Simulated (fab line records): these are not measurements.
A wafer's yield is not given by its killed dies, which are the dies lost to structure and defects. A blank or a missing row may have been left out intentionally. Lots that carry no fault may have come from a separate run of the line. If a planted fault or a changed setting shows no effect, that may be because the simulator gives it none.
Chamber matching | flow nandHarc | 4 sister chambers for NHARC_A_CONTACT_ALD_18 on aldMetal-03
The step deposits TiN, target thk 3 nm, pulse time 1 s, ald cycles 150. 8 wafers are shown with their chamber, then 8 later ones without.

WAFERS, EACH WITH ITS CHAMBER
wafer  | chamber | heaterPowerW (W) | precursorPulseHeightRel
L083.4 | 0       | 962              | 1.008
L084.5 | 0       | 946              | 1.012
L086.1 | 3       | 906              | 1.055
L086.2 | 2       | 1043             | 1.023
L085.1 | 1       | 1294             | 1.020
L085.3 | 2       | 1055             | 1.018
L085.6 | 1       | 1269             | 1.010
L092.1 | 3       | 921              | 1.027

WAFERS WITH NO CHAMBER GIVEN
wafer  | heaterPowerW (W) | precursorPulseHeightRel
L092.3 | 1070             | 0.995
L092.5 | 954              | 0.978
L094.1 | 907              | 1.017
L094.2 | 1070             | 1.009
L094.5 | 981              | 0.987
L097.2 | 1275             | 0.985
L097.4 | 1043             | 0.980
L097.6 | 1227             | 0.971

WHICH CHAMBER EACH ONE RAN IN
wafer  | from the rows above     | in truth
L092.3 | 2                       | 2
L092.5 | 0                       | 0
L094.1 | can't be placed: 3 or 0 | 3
L094.2 | 2                       | 2
L094.5 | 0                       | 0
L097.2 | 1                       | 1
L097.4 | 2                       | 2
L097.6 | 1                       | 1
Correctly placed: 7 of 8. From these rows, 1 cannot be placed; in 1 the true chamber is one of the candidates. Placed wrongly: 0.
How it was worked out, from the rows above alone: a wafer's distance from a chamber is the root of the sum, over the readings, of the square of ((its reading less the chamber's mean) divided by the reading's scatter). If the next closest chamber is less than 2 further off than the closest, the wafer can't be placed; otherwise it belongs to the closest. For every chamber, the mean is computed from those of its wafers that are shown. How the scatter is found: for the shown wafers, subtract from each reading the mean of its chamber, square and add these, divide the total by (wafers less chambers), then take the root.
